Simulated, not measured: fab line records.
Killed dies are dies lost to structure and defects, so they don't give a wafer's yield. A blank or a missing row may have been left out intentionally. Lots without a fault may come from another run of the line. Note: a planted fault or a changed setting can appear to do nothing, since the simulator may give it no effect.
fab line records ; flow nandHarc
record lots=13; wafers=35; lastDay=33
route steps=1302 shown A_CHANNEL_HOLE_D2@588 A_CHANNEL_FILL_D2@612
lots untouched by any fault: they come from a run of this same line in which no faults occurred
startH: the number of hours between the record's first day and the start of the first shown wafer of the lot ; waitH: hours elapsed since this lot's preceding step ; " unchanged from the row above ; L1.1+2: one row covering several wafers at once ; - either no value or no given start ; * or withheld: withheld ; < > ~ a bound
route shown NAME@n: a module of which the file shows steps, and the number in the route of the first ; usual: mean and standard deviation over wafers with no fault ; same: alike in all rows ; chamber/n: place in a boat ; sites: per-site readings ; _std_site: how widely they spread, as a standard deviation ; _edge_site: the outer-site mean with the inner-site mean subtracted ; radiusMm: how far each site lies from the wafer's centre ; mask NAME#n: copy n ; behind: tool/chamber where the wafer was last shaped ; hold: reason for holding the lot/hours on hold/outcome of the hold ; device: whichever transistor did not switch (one of n, p or np) ; end of line: tests of these same wafers at the route's end ; for a step that has no rows: nothing shown but its recipe ; killed: dies lost to structure and defects at the first sort, not the wafer's yield ; map: shows each die of a wafer: x if killed, . if not, _ if none is there
set.NAME: the setting that was run; set.NAME@STEP: the one run at that earlier step ; model.NAME: the simulator's own value behind a step, which no gauge read
steps of the route over a sample of lots; a table a step, a row a wafer
services: when a tool's chamber went out of use (startH, in hours from the record's first day, below 0 if earlier), for how many hours, and the reason
## steps
# step NHARC_A_CHANNEL_HOLE_D2_ETCH_34
# recipe targetDepthA=1540; timeS=77; cf4FlowSccm=100; chf3FlowSccm=30; arFlowSccm=0; rfW=500; biasW=200; chemistry=CF4/CHF3
# usual chf3FlowSccm=29.99/0.092; drypumpMotorCurrentA=5.9/0.54; oesProductAu=0.961/0.016; rfVppV=371.8/2.1; showerheadPlenumPTorr=1.61/0.06; throttleValvePct=16.802/0.0098
lot.wafer;tool;chamber;startH;waitH;chf3FlowSccm;drypumpMotorCurrentA;oesProductAu;rfHoursCounterH;rfVppV;showerheadPlenumPTorr;throttleValvePct
L160.2;rieDiel-01;2;-;-;30.07;5.3;0.958;4;370.6;1.56;16.804
L160.4;rieDiel-01;3;-;-;30.06;6.5;0.955;5;370.2;1.57;16.785
L160.5;rieDiel-01;3;-;-;29.88;6.5;0.954;-;369.0;1.57;16.797
L161.2;rieDiel-09;3;-;-;29.82;6.3;0.963;8;373.1;1.66;16.800
L161.3;rieDiel-09;0;-;-;29.98;5.7;0.961;9;374.6;1.69;16.804
L161.6;rieDiel-09;2;-;-;29.99;6.1;0.963;-;370.5;1.58;16.791
L162.3;rieDiel-04;0;-;-;29.95;5.4;0.948;7;373.9;1.65;16.799
L162.1;rieDiel-04;1;-;-;29.96;5.4;0.970;6;371.1;1.59;16.801
L162.2;rieDiel-04;2;-;-;29.97;6.3;0.969;7;373.0;1.69;16.812
L166.1;rieDiel-04;0;-;-;30.00;5.4;0.903;8;370.7;1.64;16.812
L166.3;rieDiel-04;1;-;-;29.74;5.4;0.918;8;369.1;1.59;16.796
L166.5;rieDiel-04;3;-;-;29.95;6.6;0.910;-;370.6;1.53;16.825
L167.3;rieDiel-09;3;-;-;29.96;6.2;0.965;0;374.9;1.66;16.793
L167.5;rieDiel-09;1;-;-;30.21;6.7;0.975;-;368.3;1.52;16.791
L167.6;rieDiel-09;2;-;-;29.85;6.1;0.977;-;369.7;1.58;16.808
L168.3;rieDiel-01;2;-;-;29.97;5.3;0.955;11;369.8;1.56;16.805
L168.6;rieDiel-01;0;-;-;30.03;5.0;0.958;-;373.2;1.66;16.811
L168.4;rieDiel-01;2;-;-;29.95;5.3;0.962;-;371.4;1.56;16.807
L171.4;rieDiel-09;2;-;-;29.81;6.1;0.934;3;371.3;1.58;16.798
L171.1;rieDiel-09;3;-;-;30.00;6.2;0.965;2;372.6;1.66;16.803
L171.6;rieDiel-09;3;-;-;29.99;6.2;0.963;-;373.7;1.66;16.814
L175.6;rieDiel-04;0;-;-;30.05;5.5;0.957;-;371.4;1.64;16.814
L174.3;rieDiel-01;1;-;-;29.96;5.4;0.967;2;373.5;1.68;16.798
L174.2;rieDiel-01;0;-;-;30.02;5.0;0.955;2;373.8;1.66;16.798
L177.2;rieDiel-09;0;-;-;29.96;5.7;0.982;7;374.2;1.68;16.807
L177.6;rieDiel-09;3;-;-;30.05;6.2;0.985;-;373.4;1.66;16.797
L178.4;rieDiel-09;0;-;-;29.97;5.7;0.966;8;375.1;1.68;16.803
L178.2;rieDiel-09;1;-;-;29.95;6.7;0.962;9;368.7;1.52;16.794
L178.5;rieDiel-09;2;-;-;30.02;6.2;0.984;-;371.8;1.58;16.810
L180.1;rieDiel-01;2;-;-;29.90;5.3;0.959;6;369.7;1.56;16.810
L180.3;rieDiel-01;1;-;-;30.00;5.4;0.977;6;373.0;1.68;16.808
L180.5;rieDiel-01;2;-;-;30.02;5.3;0.956;-;370.1;1.56;16.783
L183.1;rieDiel-09;2;-;-;29.87;6.1;0.976;0;370.3;1.58;16.809
L183.3;rieDiel-09;1;-;-;29.97;6.7;0.974;0;368.4;1.51;16.813
L183.5;rieDiel-09;2;-;-;29.95;6.1;0.974;-;370.3;1.58;16.807
# step NHARC_A_CHANNEL_HOLE_D2_ETCH_19
# recipe biasV=1200; sourceW=2500; pressureMtorr=15; timeS=34.5; arFlowSccm=375; c4f8FlowSccm=28.8; o2FlowSccm=96.2; tempC=-20; targetDepthA=*; chemistry=C4F8/O2/Ar
# usual drypumpMotorCurrentA=5.6/0.4; showerheadPlenumPTorr=3.70/0.19; throttleValvePct=37.039/0.01
lot.wafer;tool;chamber;startH;waitH;drypumpMotorCurrentA;rfHoursCounterH;showerheadPlenumPTorr;throttleValvePct
L160.2;harEtch-01;1;292.09;0.1;5.1;145;3.59;37.039
L160.4;harEtch-01;1;292.09;0.1;5.2;-;3.59;37.029
L160.5;harEtch-01;1;292.09;0.1;5.1;-;3.59;37.036
L161.2;harEtch-02;0;293.27;0.6;5.8;356;3.67;37.032
L161.3;harEtch-02;0;293.27;0.6;5.8;-;3.67;37.038
L161.6;harEtch-02;1;293.27;0.6;5.2;-;3.55;37.034
L162.1;harEtch-01;1;315.91;0.1;5.1;160;3.58;37.029
L162.2;harEtch-01;0;315.91;0.1;6.1;160;3.58;37.021
L162.3;harEtch-01;1;315.91;0.1;5.1;-;3.58;37.045
L166.1;harEtch-01;1;354.05;0.1;5.1;183;3.57;37.023
L166.3;harEtch-01;1;354.05;0.1;5.2;-;3.57;37.045
L166.5;harEtch-01;1;354.05;0.1;5.2;-;3.57;37.031
L167.3;harEtch-02;1;373.16;2.3;5.2;-;3.53;37.025
L167.6;harEtch-02;0;373.16;2.3;5.7;-;3.64;37.037
L167.5;harEtch-02;1;373.16;2.3;5.2;-;3.53;37.034
L168.4;harEtch-01;1;377.96;6.8;5.2;-;3.56;37.039
L168.3;harEtch-01;0;377.96;6.8;6.1;-;3.56;37.029
L168.6;harEtch-01;0;377.96;6.8;6.1;-;3.56;37.030
L171.1;harEtch-01;1;408.82;0.1;5.1;221;3.55;37.030
L171.4;harEtch-01;1;408.82;0.1;5.1;-;3.55;37.046
L171.6;harEtch-01;0;408.82;0.1;6.1;-;3.55;37.019
L175.6;harEtch-02;0;433.60;2.3;5.7;-;3.97;37.042
L174.2;harEtch-01;1;435.10;2.0;5.2;240;3.54;37.052
L174.3;harEtch-01;1;435.10;2.0;5.1;-;3.53;37.033
L177.2;harEtch-01;0;455.88;4.5;6.1;251;3.53;37.020
L177.6;harEtch-01;0;455.88;4.5;6.1;-;3.53;37.036
L178.2;harEtch-02;1;473.87;0.1;5.2;46;3.96;37.035
L178.4;harEtch-02;0;473.87;0.1;5.7;-;3.96;37.028
L178.5;harEtch-02;1;473.87;0.1;5.2;-;3.96;37.042
L180.1;harEtch-02;1;500.29;0.1;5.2;57;3.95;37.035
L180.3;harEtch-02;1;500.29;0.1;5.2;-;3.95;37.041
L180.5;harEtch-02;0;500.29;0.1;5.7;-;3.95;37.037
L183.1;harEtch-01;0;516.70;0.1;6.2;286;3.51;37.048
L183.3;harEtch-01;1;516.70;0.1;5.1;-;3.51;37.046
L183.5;harEtch-01;1;516.70;0.1;5.1;-;3.51;37.046
# step NHARC_A_CHANNEL_FILL_D2_ALD_02
# recipe targetThkA=60; pulseTimeS=10; aldCycles=60; tempC=300; material=SiO2
# usual aldCycles=60/0; heaterPowerW=436/41; precursorPulseHeightRel=1.000/0.017
lot.wafer;tool;chamber;startH;waitH;aldCycles;heaterPowerW;precursorPulseHeightRel
L160.4;aldHk-03;1;298.18;-;60;445;1.018
L160.2;aldHk-03;2;298.18;-;60;484;1.004
L160.5;aldHk-03;1;298.18;-;60;436;1.001
L161.2;aldHk-03;2;299.19;-;60;478;0.996
L161.3;aldHk-03;1;299.19;-;60;431;0.988
L161.6;aldHk-03;3;299.19;-;60;403;0.998
L162.2;aldHk-03;1;321.84;-;60;423;0.989
L162.1;aldHk-03;3;321.84;-;60;400;0.997
L162.3;aldHk-03;0;321.84;-;60;442;0.997
L166.3;aldHk-02;0;360.08;-;60;392;0.997
L166.1;aldHk-02;1;360.08;-;60;430;1.039
L166.5;aldHk-02;1;360.08;-;60;438;0.992
L167.3;aldHk-03;2;379.53;-;60;475;0.972
L167.6;aldHk-03;1;379.53;-;60;447;0.987
L167.5;aldHk-03;2;379.53;-;60;483;1.023
L168.4;aldHk-03;1;383.85;-;60;433;0.994
L168.3;aldHk-03;0;383.85;-;60;451;1.008
L168.6;aldHk-03;2;383.85;-;60;489;0.987
L171.1;aldHk-01;3;414.71;-;60;361;1.005
L171.4;aldHk-01;1;414.71;-;60;416;0.988
L171.6;aldHk-01;3;414.71;-;60;364;0.990
L175.6;aldHk-01;2;439.74;0.4;33;421;0.993
L174.3;aldHk-01;2;441.00;-;60;420;1.013
L174.2;aldHk-01;1;441.00;-;33;408;0.977
L177.2;aldHk-01;3;461.79;-;33;362;1.016
L177.6;aldHk-01;3;461.79;-;33;366;1.015
L178.2;aldHk-02;1;479.78;-;60;427;1.003
L178.4;aldHk-02;3;479.78;-;60;467;0.992
L178.5;aldHk-02;2;479.78;-;60;491;1.013
L180.3;aldHk-02;3;506.37;-;60;468;0.984
L180.1;aldHk-02;0;506.37;-;60;401;0.998
L180.5;aldHk-02;3;506.37;-;60;459;1.010
L183.1;aldHk-03;0;522.91;-;60;421;1.007
L183.3;aldHk-03;1;522.91;-;60;425;1.009
L183.5;aldHk-03;3;522.91;-;60;415;0.998
# step NHARC_A_CHANNEL_FILL_D2_ETCHBACK_20
# recipe targetDepthA=270; timeS=13.5; c4f8FlowSccm=withheld; o2FlowSccm=8; arFlowSccm=withheld; rfW=600; biasW=1500; chemistry=C4F8/O2/Ar
# usual oesProductAu=0.989/0.018; rfVppV=979/5.6
lot.wafer;tool;chamber;startH;waitH;oesProductAu;rfHoursCounterH;rfVppV
L160.4;rieDiel-07;2;323.34;-;1.002;1;980
L160.2;rieDiel-07;0;323.34;-;1.002;1;979
L160.5;rieDiel-07;2;323.34;-;0.994;-;981
L161.2;rieDiel-11;3;323.35;-;0.983;8;970
L161.3;rieDiel-11;0;323.35;-;0.982;9;986
L161.6;rieDiel-11;3;323.35;-;0.974;-;973
L162.3;rieDiel-05;1;346.26;-;0.986;3;987
L162.1;rieDiel-05;2;346.26;-;0.996;3;968
L162.2;rieDiel-05;3;346.26;-;0.990;3;981
L166.3;rieDiel-05;1;384.45;-;1.008;4;987
L166.1;rieDiel-05;3;384.45;-;1.001;4;980
L166.5;rieDiel-05;0;384.45;-;1.008;-;976
L167.3;rieDiel-07;3;404.55;-;0.975;3;972
L167.6;rieDiel-07;0;404.55;-;0.992;-;977
L167.5;rieDiel-07;1;404.55;-;0.970;-;986
L168.4;rieDiel-07;1;409.28;-;0.991;3;987
L168.3;rieDiel-07;3;409.28;-;0.992;4;973
L168.6;rieDiel-07;2;409.28;-;1.000;-;981
L171.4;rieDiel-05;0;438.81;-;0.995;1;975
L171.1;rieDiel-05;3;438.81;-;0.990;1;981
L171.6;rieDiel-05;0;438.81;-;0.994;-;975
L174.2;rieDiel-07;1;463.56;-;0.986;5;987
L174.3;rieDiel-07;2;463.56;-;0.995;5;980
L175.6;rieDiel-05;2;463.56;-;0.994;-;971
L177.2;rieDiel-07;3;484.54;-;0.994;0;974
L177.6;rieDiel-07;0;484.54;-;0.996;-;980
L178.4;rieDiel-07;1;506.93;-;0.967;1;986
L178.2;rieDiel-07;0;506.93;-;0.983;1;979
L178.5;rieDiel-07;2;506.93;-;0.974;-;982
L180.1;rieDiel-07;3;530.81;-;0.947;1;973
L180.3;rieDiel-07;2;530.81;-;0.962;1;981
L180.5;rieDiel-07;3;530.81;-;0.954;-;972
L183.1;rieDiel-11;1;546.62;-;0.992;22;980
L183.3;rieDiel-11;2;546.62;-;1.002;19;981
L183.5;rieDiel-11;1;546.62;-;0.993;-;980
## services
tool;chamber;startH;hours;kind
rieDiel-01;0;277.26;3.5;repair
aldHk-03;-;285.65;2.3;repair
rieDiel-09;1;285.79;15.3;repair
rieDiel-05;2;296.52;3.6;repair
rieDiel-01;0;298.87;1.5;repair
rieDiel-09;-;316.92;0.6;repair
rieDiel-09;-;320.10;9.0;pm
rieDiel-01;3;328.72;4.2;repair
rieDiel-09;3;329.61;22.1;repair
rieDiel-05;2;334.76;1.2;repair
rieDiel-01;1;362.88;9.2;repair
harEtch-02;-;377.26;17.0;pm
rieDiel-01;-;380.80;9.0;pm
rieDiel-07;0;391.09;1.3;repair
aldHk-03;-;391.48;10.0;pm
rieDiel-09;3;410.26;11.6;repair
rieDiel-07;3;455.45;12.6;repair
rieDiel-01;1;463.63;7.7;repair
rieDiel-01;2;469.07;6.4;repair
rieDiel-07;-;471.22;9.0;pm
rieDiel-09;-;497.10;9.0;pm
rieDiel-01;0;513.02;4.2;repair
rieDiel-01;2;523.54;8.7;repair
rieDiel-07;2;533.52;11.6;repair
## key
firstSign step=NHARC_A_CHANNEL_FILL_D2_ALD_02; reading=aldCycles; direction=down; sigmas=99+; usual=60; struck=33
effect none on later readings
metAt NHARC_A_CHANNEL_FILL_D2_ALD_02
struckLots L174,L175,L177
struckWafers L174.2,L175.6,L177.2,L177.6
testerLeftOut L174,L175,L177
notActingAt NHARC_A_CHANNEL_HOLE_D2_ETCH_34,NHARC_A_CHANNEL_HOLE_D2_ETCH_19,NHARC_A_CHANNEL_FILL_D2_ETCHBACK_20
onsetBetween 414.71 439.74
fault kind=processParameterDrift; tool=aldHk-01; chamber=-; onsetH=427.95; steps=NHARC_A_CHANNEL_FILL_D2_ALD_02; channel=aldCycles; offset=-27; shape=step; endH=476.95; scope=struckWafersOnly; actsIn=theseRecipesOnly; stated=60
# testerLeftOut: of these lots the tester's yield and bins aren't shown, on N5 and GAA mostly nor the transistor test; their killed dies are dies lost to structure and defects alone, not to doping, threshold or leakage, so they don't give the yield
